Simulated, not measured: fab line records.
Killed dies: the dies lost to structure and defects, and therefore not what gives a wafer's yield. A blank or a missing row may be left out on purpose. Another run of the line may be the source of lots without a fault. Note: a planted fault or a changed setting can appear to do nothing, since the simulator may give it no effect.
Matching of chambers || flow nand harc || NHARC_A_STAIRCASE_ALD_415 on ald hk-02: 4 sister chambers
The step deposits SiO2, target thk 30 nm, pulse time 6 s, ald cycles 300. 27 wafers are shown with their chamber, then 12 later ones without.

== WAFERS PAIRED WITH THEIR CHAMBERS ==
{"wafer": "L075.2", "chamber": 2, "heater power w (W)": 402, "precursor pulse height rel": 1.004}
{"wafer": "L075.3", "chamber": 0, "heater power w (W)": 405, "precursor pulse height rel": 1.007}
{"wafer": "L075.5", "chamber": 3, "heater power w (W)": 460, "precursor pulse height rel": 1.003}
{"wafer": "L076.1", "chamber": 1, "heater power w (W)": 471, "precursor pulse height rel": 0.957}
{"wafer": "L076.3", "chamber": 2, "heater power w (W)": 409, "precursor pulse height rel": 0.995}
{"wafer": "L076.4", "chamber": 3, "heater power w (W)": 470, "precursor pulse height rel": 1.027}
{"wafer": "L076.2", "chamber": 0, "heater power w (W)": 403, "precursor pulse height rel": 1.002}
{"wafer": "L076.5", "chamber": 2, "heater power w (W)": 404, "precursor pulse height rel": 1.000}
{"wafer": "L076.6", "chamber": 3, "heater power w (W)": 466, "precursor pulse height rel": 1.005}
{"wafer": "L082.2", "chamber": 3, "heater power w (W)": 451, "precursor pulse height rel": 1.015}
{"wafer": "L082.3", "chamber": 0, "heater power w (W)": 370, "precursor pulse height rel": 1.034}
{"wafer": "L082.4", "chamber": 1, "heater power w (W)": 459, "precursor pulse height rel": 0.975}
{"wafer": "L085.1", "chamber": 2, "heater power w (W)": 408, "precursor pulse height rel": 0.966}
{"wafer": "L085.3", "chamber": 0, "heater power w (W)": 373, "precursor pulse height rel": 1.009}
{"wafer": "L085.6", "chamber": 1, "heater power w (W)": 451, "precursor pulse height rel": 0.985}
{"wafer": "L086.3", "chamber": 1, "heater power w (W)": 456, "precursor pulse height rel": 1.024}
{"wafer": "L086.5", "chamber": 0, "heater power w (W)": 377, "precursor pulse height rel": 1.010}
{"wafer": "L086.6", "chamber": 1, "heater power w (W)": 447, "precursor pulse height rel": 0.990}
{"wafer": "L089.2", "chamber": 3, "heater power w (W)": 478, "precursor pulse height rel": 0.981}
{"wafer": "L089.4", "chamber": 1, "heater power w (W)": 447, "precursor pulse height rel": 1.047}
{"wafer": "L089.5", "chamber": 0, "heater power w (W)": 378, "precursor pulse height rel": 1.001}
{"wafer": "L093.2", "chamber": 1, "heater power w (W)": 457, "precursor pulse height rel": 0.988}
{"wafer": "L093.3", "chamber": 0, "heater power w (W)": 389, "precursor pulse height rel": 1.025}
{"wafer": "L093.6", "chamber": 1, "heater power w (W)": 458, "precursor pulse height rel": 1.025}
{"wafer": "L093.1", "chamber": 2, "heater power w (W)": 425, "precursor pulse height rel": 1.000}
{"wafer": "L093.4", "chamber": 3, "heater power w (W)": 468, "precursor pulse height rel": 0.980}
{"wafer": "L093.5", "chamber": 0, "heater power w (W)": 376, "precursor pulse height rel": 1.013}

SIGNATURES, as means of the wafers listed above
{"reading": "heater power w", "chamber 0": 383.88, "chamber 1": 455.75, "chamber 2": 409.60, "chamber 3": 465.50, "scatter within a chamber": 10.4}
{"reading": "precursor pulse height rel", "chamber 0": 1.01262, "chamber 1": 0.99887, "chamber 2": 0.99300, "chamber 3": 1.00183, "scatter within a chamber": 0.0208}
Rule: for each reading, subtract the chamber's mean from the wafer's reading, divide by that reading's scatter and square the result; add these up over the readings and take the root, which gives the wafer's distance from the chamber. If the next closest chamber is less than 2 further off than the closest, the wafer can't be placed; otherwise it belongs to the closest. How the scatter is found: for the shown wafers, subtract from each reading the mean of its chamber, square and add these, divide the total by (wafers less chambers), then take the root.

== WAFERS WHOSE CHAMBER IS MISSING ==
{"wafer": "L094.2", "heater power w (W)": 462, "precursor pulse height rel": 1.028}
{"wafer": "L094.4", "heater power w (W)": 454, "precursor pulse height rel": 1.017}
{"wafer": "L094.6", "heater power w (W)": 446, "precursor pulse height rel": 1.008}
{"wafer": "L095.2", "heater power w (W)": 452, "precursor pulse height rel": 1.022}
{"wafer": "L095.5", "heater power w (W)": 418, "precursor pulse height rel": 1.018}
{"wafer": "L095.6", "heater power w (W)": 467, "precursor pulse height rel": 1.013}
{"wafer": "L097.1", "heater power w (W)": 424, "precursor pulse height rel": 1.022}
{"wafer": "L097.2", "heater power w (W)": 446, "precursor pulse height rel": 0.999}
{"wafer": "L097.5", "heater power w (W)": 421, "precursor pulse height rel": 1.026}
{"wafer": "L096.1", "heater power w (W)": 470, "precursor pulse height rel": 0.976}
{"wafer": "L096.5", "heater power w (W)": 383, "precursor pulse height rel": 0.988}
{"wafer": "L096.6", "heater power w (W)": 460, "precursor pulse height rel": 1.013}

== CHAMBER TAKEN BY EACH ==
{"wafer": "L094.2", "from the rows above": "can't be placed: 3 or 1", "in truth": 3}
{"wafer": "L094.4", "from the rows above": "can't be placed: 1 or 3", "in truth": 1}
{"wafer": "L094.6", "from the rows above": "can't be placed: 1 or 3", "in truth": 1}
{"wafer": "L095.2", "from the rows above": "can't be placed: 1 or 3", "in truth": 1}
{"wafer": "L095.5", "from the rows above": "can't be placed: 2 or 0", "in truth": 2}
{"wafer": "L095.6", "from the rows above": "can't be placed: 3 or 1", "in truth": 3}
{"wafer": "L097.1", "from the rows above": "can't be placed: 2 or 1 or 0", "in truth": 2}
{"wafer": "L097.2", "from the rows above": "can't be placed: 1 or 3", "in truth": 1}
{"wafer": "L097.5", "from the rows above": "can't be placed: 2 or 1 or 0", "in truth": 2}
{"wafer": "L096.1", "from the rows above": "can't be placed: 3 or 1", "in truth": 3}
{"wafer": "L096.5", "from the rows above": "can't be placed: 0 or 2", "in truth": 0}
{"wafer": "L096.6", "from the rows above": "can't be placed: 3 or 1", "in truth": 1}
0 of 12 placed correctly. Unplaceable from these rows: 12, with the true chamber sitting among the candidates in 12. Wrongly placed: 0.
